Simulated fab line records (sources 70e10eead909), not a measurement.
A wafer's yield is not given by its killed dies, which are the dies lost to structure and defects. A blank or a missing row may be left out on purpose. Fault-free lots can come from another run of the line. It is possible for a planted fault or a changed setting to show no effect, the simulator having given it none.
Matching of chambers / flow nandHarc / NHARC_A_WL_FILL_CMP_12 on cmp-01: 4 sister chambers
The step polishes, t overpolish 30 s, target thk 75 nm. 8 wafers are shown with their chamber, then 9 later ones without.

WAFERS, EACH WITH ITS CHAMBER
wafer=L080.4; chamber=0; motorCurrentA (A)=12.7; overpolishRunS (s)=30.001
wafer=L085.5; chamber=1; motorCurrentA (A)=11.4; overpolishRunS (s)=29.992
wafer=L090.3; chamber=1; motorCurrentA (A)=11.1; overpolishRunS (s)=30.007
wafer=L090.4; chamber=3; motorCurrentA (A)=10.8; overpolishRunS (s)=30.004
wafer=L090.5; chamber=2; motorCurrentA (A)=12.6; overpolishRunS (s)=30.000
wafer=L089.2; chamber=2; motorCurrentA (A)=12.2; overpolishRunS (s)=30.010
wafer=L089.3; chamber=0; motorCurrentA (A)=12.4; overpolishRunS (s)=30.001
wafer=L089.5; chamber=3; motorCurrentA (A)=11.4; overpolishRunS (s)=30.006

WAFERS WHOSE CHAMBER IS MISSING
wafer=L092.1; motorCurrentA (A)=11.5; overpolishRunS (s)=29.999
wafer=L092.5; motorCurrentA (A)=11.8; overpolishRunS (s)=29.994
wafer=L092.6; motorCurrentA (A)=10.9; overpolishRunS (s)=29.982
wafer=L094.3; motorCurrentA (A)=12.8; overpolishRunS (s)=29.984
wafer=L094.4; motorCurrentA (A)=12.3; overpolishRunS (s)=30.009
wafer=L094.5; motorCurrentA (A)=11.9; overpolishRunS (s)=30.004
wafer=L096.1; motorCurrentA (A)=12.9; overpolishRunS (s)=30.010
wafer=L096.2; motorCurrentA (A)=10.7; overpolishRunS (s)=30.007
wafer=L096.3; motorCurrentA (A)=12.9; overpolishRunS (s)=30.011

WHICH CHAMBER EACH WENT THROUGH
wafer=L092.1; from the rows above=can't be placed: 1 or 3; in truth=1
wafer=L092.5; from the rows above=can't be placed: 1 or 2 or 0 or 3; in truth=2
wafer=L092.6; from the rows above=can't be placed: 1 or 3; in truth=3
wafer=L094.3; from the rows above=can't be placed: 0 or 2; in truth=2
wafer=L094.4; from the rows above=can't be placed: 2 or 0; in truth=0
wafer=L094.5; from the rows above=can't be placed: 2 or 0 or 1 or 3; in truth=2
wafer=L096.1; from the rows above=can't be placed: 0 or 2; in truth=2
wafer=L096.2; from the rows above=can't be placed: 3 or 1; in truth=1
wafer=L096.3; from the rows above=can't be placed: 2 or 0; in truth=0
Placed correctly: 0 of 9. From these rows, 9 cannot be placed; in 9 the true chamber is one of the candidates. Placed wrongly: 0.
How it was worked out, from the rows above alone: a wafer's distance from a chamber is the root of the sum, over the readings, of the square of ((its reading less the chamber's mean) divided by the reading's scatter). If the next closest chamber is less than 2 further off than the closest, the wafer can't be placed; otherwise it belongs to the closest. A chamber's mean is the mean of its shown wafers. The scatter: take each reading less its chamber's mean, square it, sum over the shown wafers, divide by the number of wafers less the number of chambers, and take the root.
